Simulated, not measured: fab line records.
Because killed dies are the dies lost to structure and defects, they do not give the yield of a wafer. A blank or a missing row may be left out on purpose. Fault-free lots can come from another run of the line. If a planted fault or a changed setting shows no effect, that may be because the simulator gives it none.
Matching of chambers | flow nand-harc | NHARC_A_STAIRCASE_DEP_301 on pecvd-01: 3 sister chambers
The step deposits SiON, target thk 30 nm. 6 wafers are shown with their chamber, then 10 later ones without.

== WAFERS PAIRED WITH THEIR CHAMBERS ==
wafer  | chamber | heater-power-w (W) | susceptor-temp-C (C)
L078.3 | 0       | 712                | 400.06
L083.2 | 0       | 676                | 400.11
L084.4 | 2       | 817                | 399.83
L084.5 | 1       | 785                | 400.20
L091.2 | 2       | 736                | 400.06
L091.4 | 1       | 795                | 399.81

== WAFERS WHOSE CHAMBER IS MISSING ==
wafer  | heater-power-w (W) | susceptor-temp-C (C)
L091.5 | 753                | 399.90
L092.2 | 680                | 400.25
L092.5 | 848                | 400.14
L092.6 | 658                | 400.13
L093.1 | 768                | 399.91
L093.2 | 649                | 399.84
L093.4 | 807                | 400.21
L097.3 | 688                | 400.28
L097.5 | 590                | 400.14
L097.6 | 821                | 399.60

== THE CHAMBER EACH PASSED THROUGH ==
wafer  | from the rows above          | in truth
L091.5 | can't be placed: 2 or 1 or 0 | 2
L092.2 | 0                            | 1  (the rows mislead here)
L092.5 | can't be placed: 1 or 2      | 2
L092.6 | 0                            | 0
L093.1 | can't be placed: 2 or 1 or 0 | 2
L093.2 | can't be placed: 0 or 2      | 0
L093.4 | can't be placed: 1 or 2 or 0 | 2
L097.3 | can't be placed: 0 or 2      | 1
L097.5 | 0                            | 0
L097.6 | can't be placed: 2 or 1      | 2
Correct placement for 2 of the 10. From these rows, 7 cannot be placed; in 6 the true chamber is one of the candidates. Wrongly placed: 1.
How it was worked out, from the rows above alone: a wafer's distance from a chamber is the root of the sum, over the readings, of the square of ((its reading less the chamber's mean) divided by the reading's scatter). The wafer belongs to the nearest chamber; if the next one is less than 2 further off, it can't be placed. For every chamber, the mean is computed from those of its wafers that are shown. The scatter is the square root of a quotient: the sum, over the shown wafers, of each reading's squared deviation from its chamber's mean, divided by wafers minus chambers.
